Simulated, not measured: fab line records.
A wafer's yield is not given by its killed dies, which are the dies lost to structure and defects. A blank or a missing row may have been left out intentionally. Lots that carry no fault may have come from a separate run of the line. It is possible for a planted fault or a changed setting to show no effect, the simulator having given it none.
fab line records | flow nand-harc
record lots=11 | wafers=33 | last-day=33
route steps=1302 shown P_ZERO_WELL@12
lots untouched by any fault: they come from a run of this same line in which no faults occurred
start-h: the number of hours between the record's first day and the start of the first shown wafer of the lot | wait-h: hours since the lot's step before | " as in the row above | L1.1+2: one row covering several wafers at once | - either no value or no given start | * or withheld: withheld | < > ~ a bound
route shown NAME@n: names a module that has steps shown in the file, with the first one's number in the route | usual: mean and standard deviation over wafers with no fault | same: alike in all rows | chamber/n: place in a boat | sites: readings site by site | _std_site: standard deviation across them | _edge_site: inner sites' mean taken away from outer sites' mean | radius-mm: for every site, how far away it sits from the centre of the wafer | mask NAME#n: copy n | behind: the tool/chamber that last shaped the wafer | hold: why the lot was held/for how many hours/how that ended | device: the transistor (n, p or np) that didn't switch | end of line: the tests these same wafers got at the end of their route | a step given without rows: its recipe and nothing more | killed: count of dies lost to structure and defects at first sort (not the wafer's yield) | map: a wafer's dies, x killed, . not, _ none there
set.NAME: setting as actually run; set.NAME@STEP: the setting as run at that earlier step | model.NAME: the simulator's own value behind a step, which no gauge read
steps of the route over a sample of lots; a table a step, a row a wafer
services: when a tool's chamber went out of use (start-h, in hours from the record's first day, below 0 if earlier), for how many hours, and the reason
## steps
# step NHARC_P_ZERO_WELL_PEB_09
# recipe peb-temp-c=128 | peb-time-s=80
lot.wafer  | tool           | chamber | start-h | wait-h
L123.1+2+6 | litho-track-02 | 0       | 21.15   | 0.1
L127.4+5+6 | litho-track-02 | 0       | 61.16   | 0.0
L130.1+3+6 | litho-track-02 | 0       | 91.02   | 0.1
L136.4+5+6 | litho-track-02 | 0       | 151.16  | 0.1
L139.1+3+5 | litho-track-05 | 0       | 181.16  | 0.1
L140.1+2+5 | litho-track-02 | 0       | 191.03  | 0.1
L141.1+2+4 | litho-track-05 | 0       | 201.16  | 0.1
L142.1+5+6 | litho-track-02 | 0       | 211.16  | 0.1
L143.1+4+6 | litho-track-05 | 0       | 221.16  | 0.1
L144.1+2+5 | litho-track-07 | 0       | 231.02  | 0.1
L145.1+3+6 | litho-track-05 | 0       | 241.15  | 0.1
# step NHARC_P_ZERO_WELL_CD_MEAS_11
# recipe target-cd-nm=500 | landing-energy-ev=500
# usual cd-nm=500.1/1.7
lot.wafer | tool      | chamber | start-h | wait-h | cd-nm
L123.1    | cd-sem-01 | 0       | 21.24   | -      | 502.8
L123.2    | "         | 0       | "       | "      | 502.4
L123.6    | "         | 0       | "       | "      | 501.2
L127.4    | cd-sem-03 | 0       | 61.25   | -      | 511.9
L127.5    | "         | 0       | "       | "      | 510.5
L127.6    | "         | 0       | "       | "      | 512.1
L130.1    | cd-sem-03 | 0       | 91.11   | -      | 511.2
L130.3    | "         | 0       | "       | "      | 511.6
L130.6    | "         | 0       | "       | "      | 508.9
L136.4    | cd-sem-03 | 0       | 151.25  | -      | 501.6
L136.5    | "         | 0       | "       | "      | 499.6
L136.6    | "         | 0       | "       | "      | 502.3
L139.1    | cd-sem-02 | 0       | 181.24  | -      | 499.2
L139.3    | "         | 0       | "       | "      | 502.8
L139.5    | "         | 0       | "       | "      | 499.5
L140.1    | cd-sem-01 | 0       | 191.11  | -      | 500.3
L140.2    | "         | 0       | "       | "      | 500.6
L140.5    | "         | 0       | "       | "      | 500.1
L141.1    | cd-sem-01 | 0       | 201.24  | -      | 500.9
L141.2    | "         | 0       | "       | "      | 501.8
L141.4    | "         | 0       | "       | "      | 500.6
L142.1    | cd-sem-02 | 0       | 211.24  | -      | 499.7
L142.5    | "         | 0       | "       | "      | 499.8
L142.6    | "         | 0       | "       | "      | 500.3
L143.1    | cd-sem-02 | 0       | 221.24  | -      | 501.1
L143.4    | "         | 0       | "       | "      | 499.8
L143.6    | "         | 0       | "       | "      | 502.5
L144.1    | cd-sem-02 | 0       | 231.11  | -      | 501.4
L144.2    | "         | 0       | "       | "      | 498.0
L144.5    | "         | 0       | "       | "      | 499.1
L145.1    | cd-sem-03 | 0       | 241.23  | -      | 499.0
L145.3    | "         | 0       | "       | "      | 500.8
L145.6    | "         | 0       | "       | "      | 498.8
# step NHARC_P_ZERO_WELL_ETCH_62
# recipe target-depth-a=130 | time-s=6.5 | chf3-flow-sccm=50 | ar-flow-sccm=200 | rf-w=500 | bias-w=200 | chemistry=CHF3/Ar
# usual drypump-motor-current-A=5.6/0.46 | oes-product-au=0.959/0.017 | rf-vpp-V=371.8/2 | showerhead-plenum-p-Torr=2.40/0.087 | throttle-valve-pct=20.217/0.0092
lot.wafer | tool        | chamber | start-h | wait-h | drypump-motor-current-A | oes-product-au | rf-hours-counter-h | rf-vpp-V | showerhead-plenum-p-Torr | throttle-valve-pct
L123.1    | rie-diel-05 | 1       | -       | -      | 6.1                     | 0.974          | 42                 | 369.7    | 2.25                     | 20.212
L123.2    | "           | 0       | "       | "      | 5.2                     | 0.969          | 43                 | 372.2    | 2.43                     | 20.222
L123.6    | "           | 2       | "       | "      | 4.9                     | 0.962          | -                  | 373.7    | 2.52                     | 20.215
L127.4    | rie-diel-01 | 1       | -       | -      | 6.2                     | 0.931          | 8                  | 374.4    | 2.53                     | 20.231
L127.5    | "           | 0       | "       | "      | 5.4                     | 0.923          | -                  | 371.0    | 2.42                     | 20.202
L127.6    | "           | 1       | "       | "      | 6.2                     | 0.932          | -                  | 375.8    | 2.53                     | 20.220
L130.3    | rie-diel-05 | 2       | -       | -      | 4.9                     | 0.957          | 11                 | 373.6    | 2.51                     | 20.205
L130.1    | "           | 3       | "       | "      | 5.3                     | 0.964          | 11                 | 369.4    | 2.30                     | 20.216
L130.6    | "           | 3       | "       | "      | 5.3                     | 0.975          | -                  | 371.0    | 2.30                     | 20.238
L136.4    | rie-diel-10 | 0       | -       | -      | 5.0                     | 0.961          | 29                 | 370.5    | 2.40                     | 20.222
L136.5    | "           | 1       | "       | "      | 6.4                     | 0.981          | -                  | 372.4    | 2.43                     | 20.210
L136.6    | "           | 2       | "       | "      | 5.8                     | 0.975          | -                  | 373.3    | 2.50                     | 20.211
L139.1    | rie-diel-01 | 0       | -       | -      | 5.5                     | 0.963          | 51                 | 373.0    | 2.41                     | 20.214
L139.3    | "           | 1       | "       | "      | 6.1                     | 0.982          | 40                 | 373.5    | 2.52                     | 20.229
L139.5    | "           | 3       | "       | "      | 5.8                     | 0.972          | -                  | 372.3    | 2.41                     | 20.213
L140.1    | rie-diel-05 | 1       | -       | -      | 6.0                     | 0.954          | 39                 | 368.7    | 2.24                     | 20.232
L140.2    | "           | 2       | "       | "      | 4.9                     | 0.939          | 41                 | 374.8    | 2.50                     | 20.201
L140.5    | "           | 1       | "       | "      | 6.1                     | 0.954          | -                  | 368.2    | 2.24                     | 20.219
L141.2    | rie-diel-05 | 2       | -       | -      | 4.8                     | 0.966          | 43                 | 374.3    | 2.50                     | 20.221
L141.4    | "           | 3       | "       | "      | 5.4                     | 0.970          | 41                 | 369.5    | 2.29                     | 20.219
L141.1    | "           | 0       | "       | "      | 5.3                     | 0.963          | 33                 | 373.2    | 2.41                     | 20.212
L142.1    | rie-diel-10 | 0       | -       | -      | 5.0                     | 0.943          | 49                 | 371.0    | 2.39                     | 20.220
L142.5    | "           | 2       | "       | "      | 5.8                     | 0.973          | -                  | 373.1    | 2.49                     | 20.205
L142.6    | "           | 3       | "       | "      | 5.9                     | 0.959          | -                  | 371.1    | 2.29                     | 20.214
L143.1    | rie-diel-10 | 3       | -       | -      | 5.9                     | 0.927          | 52                 | 368.6    | 2.29                     | 20.212
L143.4    | "           | 0       | "       | "      | 5.0                     | 0.924          | 52                 | 371.9    | 2.39                     | 20.206
L143.6    | "           | 3       | "       | "      | 5.8                     | 0.931          | -                  | 368.9    | 2.29                     | 20.198
L144.2    | rie-diel-01 | 3       | -       | -      | 5.9                     | 0.967          | 4                  | 372.0    | 2.41                     | 20.220
L144.1    | "           | 0       | "       | "      | 5.4                     | 0.977          | 5                  | 372.2    | 2.40                     | 20.217
L144.5    | "           | 2       | "       | "      | 5.5                     | 0.967          | -                  | 369.8    | 2.38                     | 20.214
L145.3    | rie-diel-01 | 2       | -       | -      | 5.5                     | 0.937          | 11                 | 372.1    | 2.38                     | 20.214
L145.1    | "           | 1       | "       | "      | 6.1                     | 0.926          | 11                 | 376.0    | 2.51                     | 20.187
L145.6    | "           | 3       | "       | "      | 5.9                     | 0.937          | -                  | 371.1    | 2.40                     | 20.208
# step NHARC_P_ZERO_WELL_DESCUM_26
# recipe time-s=3 | o2-flow-sccm=200 | ar-flow-sccm=0 | bias-power-w=0 | chemistry=O2
# usual drypump-motor-current-A=5.6/0.45 | oes-product-au=1.002/0.0075 | rf-vpp-V=58.1/0.87 | showerhead-plenum-p-Torr=1.96/0.075 | throttle-valve-pct=11.310/0.0093
# same bias-power-w=0
lot.wafer | tool        | chamber | start-h | wait-h | drypump-motor-current-A | oes-product-au | rf-hours-counter-h | rf-vpp-V | showerhead-plenum-p-Torr | throttle-valve-pct
L123.1    | rie-diel-10 | 0       | 22.64   | -      | 5.0                     | 1.000          | 37                 | 59.0     | 1.98                     | 11.305
L123.2    | "           | 1       | "       | "      | 6.4                     | 1.013          | 37                 | 58.6     | 2.01                     | 11.298
L123.6    | "           | 3       | "       | "      | 5.8                     | 0.997          | -                  | 56.8     | 1.89                     | 11.308
L127.4    | rie-diel-10 | 3       | 62.96   | -      | 5.9                     | 0.990          | 56                 | 57.6     | 1.89                     | 11.319
L127.5    | "           | 1       | "       | "      | 6.4                     | 1.000          | -                  | 57.5     | 2.00                     | 11.306
L127.6    | "           | 2       | "       | "      | 5.8                     | 0.992          | -                  | 58.8     | 2.06                     | 11.311
L130.3    | rie-diel-05 | 2       | 92.65   | -      | 4.9                     | 1.005          | 11                 | 58.2     | 2.05                     | 11.293
L130.1    | "           | 3       | "       | "      | 5.3                     | 1.005          | 11                 | 57.6     | 1.88                     | 11.315
L130.6    | "           | 2       | "       | "      | 4.9                     | 0.995          | -                  | 57.9     | 2.06                     | 11.298
L136.4    | rie-diel-10 | 3       | 152.79  | -      | 5.9                     | 1.008          | 25                 | 58.0     | 1.88                     | 11.316
L136.6    | "           | 0       | "       | "      | 5.0                     | 0.998          | -                  | 56.6     | 1.96                     | 11.298
L136.5    | "           | 1       | "       | "      | 6.4                     | 1.008          | -                  | 58.9     | 1.99                     | 11.304
L139.1    | rie-diel-05 | 2       | 182.75  | -      | 4.8                     | 0.991          | 40                 | 58.6     | 2.04                     | 11.314
L139.3    | "           | 0       | "       | "      | 5.3                     | 1.004          | 31                 | 58.1     | 1.97                     | 11.319
L139.5    | "           | 2       | "       | "      | 4.8                     | 0.996          | -                  | 57.7     | 2.04                     | 11.298
L140.1    | rie-diel-05 | 1       | 192.67  | -      | 6.1                     | 1.003          | 39                 | 58.6     | 1.82                     | 11.315
L140.2    | "           | 0       | "       | "      | 5.2                     | 1.006          | 32                 | 56.9     | 1.97                     | 11.319
L140.5    | "           | 1       | "       | "      | 6.0                     | 0.999          | -                  | 57.5     | 1.82                     | 11.313
L141.2    | rie-diel-05 | 2       | 204.79  | -      | 4.9                     | 0.993          | 45                 | 58.6     | 2.04                     | 11.317
L141.1    | "           | 0       | "       | "      | 5.3                     | 1.013          | 37                 | 58.4     | 1.97                     | 11.309
L141.4    | "           | 1       | "       | "      | 6.1                     | 1.000          | 44                 | 58.1     | 1.82                     | 11.314
L142.1    | rie-diel-10 | 2       | 212.87  | -      | 5.8                     | 1.010          | 49                 | 58.7     | 2.04                     | 11.300
L142.6    | "           | 2       | "       | "      | 5.8                     | 1.016          | -                  | 58.3     | 2.04                     | 11.310
L142.5    | "           | 3       | "       | "      | 5.9                     | 1.015          | -                  | 58.2     | 1.87                     | 11.300
L143.1    | rie-diel-01 | 2       | 223.22  | -      | 5.5                     | 1.016          | 2                  | 59.1     | 1.95                     | 11.311
L143.4    | "           | 3       | "       | "      | 5.9                     | 1.005          | 2                  | 56.2     | 1.97                     | 11.304
L143.6    | "           | 2       | "       | "      | 5.5                     | 1.009          | -                  | 58.6     | 1.95                     | 11.322
L144.2    | rie-diel-01 | 3       | 232.61  | -      | 5.8                     | 1.001          | 4                  | 58.5     | 1.97                     | 11.328
L144.1    | "           | 1       | "       | "      | 6.1                     | 0.998          | 6                  | 58.3     | 2.06                     | 11.319
L144.5    | "           | 3       | "       | "      | 5.8                     | 1.013          | -                  | 57.8     | 1.96                     | 11.310
L145.1    | rie-diel-05 | 0       | 242.84  | -      | 5.3                     | 0.991          | 1                  | 58.0     | 1.97                     | 11.299
L145.3    | "           | 1       | "       | "      | 6.1                     | 0.997          | 1                  | 57.8     | 1.82                     | 11.295
L145.6    | "           | 0       | "       | "      | 5.3                     | 0.996          | -                  | 57.5     | 1.97                     | 11.340
# step NHARC_P_ZERO_WELL_RTA_42
# recipe temp-c=1100 | time-s=300
# usual anneal-temp-c-max=1104.4/0.88 | lamp-power-pct=39.3/2.2 | lamp_zone_3_pct=39.3/2.2 | lamp_zone_7_pct=39.6/2.2 | wafer_temp_C_max=1106.0/2.3
lot.wafer | tool          | chamber | start-h | wait-h | anneal-temp-c-max | lamp-power-pct | lamp_zone_3_pct | lamp_zone_7_pct | wafer_temp_C_max
L123.1    | rtp-anneal-01 | 0       | 26.76   | -      | 1104.3            | 36.2           | 36.2            | 36.6            | 1106.4
L123.2    | "             | 0       | "       | "      | 1104.7            | 36.2           | 36.2            | 36.5            | 1108.7
L123.6    | "             | 0       | "       | "      | 1106.2            | 36.2           | 36.2            | 36.5            | 1108.7
L127.4    | rtp-anneal-02 | 0       | 67.40   | -      | 1105.1            | 40.9           | 40.8            | 41.2            | 1105.1
L127.5    | "             | 0       | "       | "      | 1104.0            | 40.9           | 40.8            | 41.2            | 1103.8
L127.6    | "             | 0       | "       | "      | 1104.1            | 40.9           | 40.9            | 41.2            | 1104.9
L130.1    | rtp-anneal-02 | 0       | 96.89   | -      | 1104.8            | 40.9           | 40.8            | 41.3            | 1104.4
L130.3    | "             | 0       | "       | "      | 1104.5            | 40.8           | 40.8            | 41.2            | 1104.8
L130.6    | "             | 0       | "       | "      | 1107.1            | 40.9           | 40.8            | 41.2            | 1104.9
L136.4    | rtp-anneal-01 | 0       | 157.19  | -      | 1102.9            | 36.2           | 36.2            | 36.5            | 1111.5
L136.5    | "             | 0       | "       | "      | 1104.1            | 36.2           | 36.2            | 36.6            | 1107.9
L136.6    | "             | 0       | "       | "      | 1102.9            | 36.1           | 36.2            | 36.5            | 1109.0
L139.1    | rtp-anneal-01 | 0       | 187.00  | -      | 1103.9            | 36.2           | 36.2            | 36.5            | 1110.0
L139.3    | "             | 0       | "       | "      | 1104.7            | 36.3           | 36.3            | 36.5            | 1106.8
L139.5    | "             | 0       | "       | "      | 1103.6            | 36.2           | 36.3            | 36.6            | 1108.4
L140.1    | rtp-anneal-02 | 0       | 196.82  | -      | 1104.8            | 40.8           | 40.8            | 41.2            | 1106.2
L140.2    | "             | 0       | "       | "      | 1104.9            | 40.8           | 40.9            | 41.2            | 1104.9
L140.5    | "             | 0       | "       | "      | 1103.6            | 40.8           | 40.9            | 41.2            | 1104.3
L141.1    | rtp-anneal-01 | 0       | 208.96  | -      | 1104.8            | 36.2           | 36.2            | 36.6            | 1110.3
L141.2    | "             | 0       | "       | "      | 1104.9            | 36.2           | 36.2            | 36.6            | 1107.4
L141.4    | "             | 0       | "       | "      | 1105.2            | 36.2           | 36.1            | 36.5            | 1113.1
L142.1    | rtp-anneal-02 | 0       | 217.24  | -      | 1105.3            | 40.8           | 40.8            | 41.2            | 1104.2
L142.5    | "             | 0       | "       | "      | 1104.0            | 40.8           | 40.9            | 41.2            | 1104.8
L142.6    | "             | 0       | "       | "      | 1104.5            | 40.8           | 40.8            | 41.1            | 1104.4
L143.1    | rtp-anneal-02 | 0       | 227.58  | -      | 1103.5            | 40.7           | 40.7            | 41.1            | 1104.7
L143.4    | "             | 0       | "       | "      | 1104.2            | 40.6           | 40.7            | 41.1            | 1104.3
L143.6    | "             | 0       | "       | "      | 1105.0            | 40.7           | 40.7            | 41.0            | 1105.1
L144.1    | rtp-anneal-02 | 0       | 236.81  | -      | 1104.1            | 40.8           | 40.8            | 41.2            | 1104.9
L144.2    | "             | 0       | "       | "      | 1103.5            | 40.8           | 40.8            | 41.2            | 1103.8
L144.5    | "             | 0       | "       | "      | 1105.0            | 40.8           | 40.9            | 41.2            | 1104.0
L145.1    | rtp-anneal-02 | 0       | 247.11  | -      | 1103.9            | 40.8           | 40.8            | 41.1            | 1105.0
L145.3    | "             | 0       | "       | "      | 1103.9            | 40.8           | 40.8            | 41.1            | 1104.7
L145.6    | "             | 0       | "       | "      | 1104.9            | 40.9           | 40.8            | 41.2            | 1105.5
## services
tool           | chamber | start-h | hours | kind
rtp-anneal-02  | -       | 12.00   | 12.0  | pm
rie-diel-01    | -       | 15.69   | 0.5   | repair
rie-diel-01    | -       | 27.01   | 9.0   | pm
rie-diel-05    | -       | 36.00   | 0.8   | repair
rie-diel-01    | 2       | 46.07   | 2.9   | repair
litho-track-02 | -       | 52.00   | 7.0   | pm
rie-diel-05    | -       | 52.60   | 9.0   | pm
rie-diel-10    | -       | 65.50   | 9.0   | pm
litho-track-07 | -       | 76.00   | 7.0   | pm
rie-diel-05    | -       | 94.72   | 0.4   | repair
rie-diel-10    | -       | 99.99   | 1.5   | repair
rie-diel-01    | 1       | 123.89  | 28.3  | repair
litho-track-05 | -       | 124.01  | 7.0   | pm
rie-diel-05    | -       | 130.43  | 1.3   | repair
rie-diel-01    | 3       | 143.12  | 3.9   | repair
rie-diel-10    | 0       | 179.52  | 20.3  | repair
rie-diel-01    | 2       | 195.52  | 3.9   | repair
rie-diel-01    | -       | 204.57  | 9.0   | pm
rie-diel-01    | -       | 221.83  | 0.6   | repair
rie-diel-10    | 2       | 223.81  | 10.9  | repair
litho-track-02 | -       | 227.00  | 7.0   | pm
rie-diel-05    | -       | 229.62  | 9.0   | pm
rie-diel-10    | -       | 242.66  | 9.0   | pm
rie-diel-05    | 3       | 247.37  | 4.5   | repair
## key
first-sign step=NHARC_P_ZERO_WELL_CD_MEAS_11 | reading=cd-nm | direction=up | sigmas=6.5 | usual=500.1 | struck=511.0 | through=control-loop
effect none on later readings
met-at NHARC_P_ZERO_WELL_PEB_09
struck-lots L127,L130
tester-left-out L127,L130
loop-trim step=NHARC_P_ZERO_WELL_EXPOSE_08 | setting=dose | lots=L130
not-acting-at NHARC_P_ZERO_WELL_ETCH_62,NHARC_P_ZERO_WELL_DESCUM_26,NHARC_P_ZERO_WELL_RTA_42
onset-between 21.15 61.16
fault kind=process-parameter-drift | tool=litho-track-02 | chamber=- | onset-h=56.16 | steps=NHARC_P_ZERO_WELL_PEB_09 | channel=peb-time-s | offset=* | shape=step | end-h=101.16 | acts-in=* | stated=*
# tester-left-out: of these lots the tester's yield and bins aren't shown, on N5 and GAA mostly nor the transistor test; their killed dies are dies lost to structure and defects alone, not to doping, threshold or leakage, so they don't give the yield
# loop-trim: a control loop set the setting to another value than it would have without faults
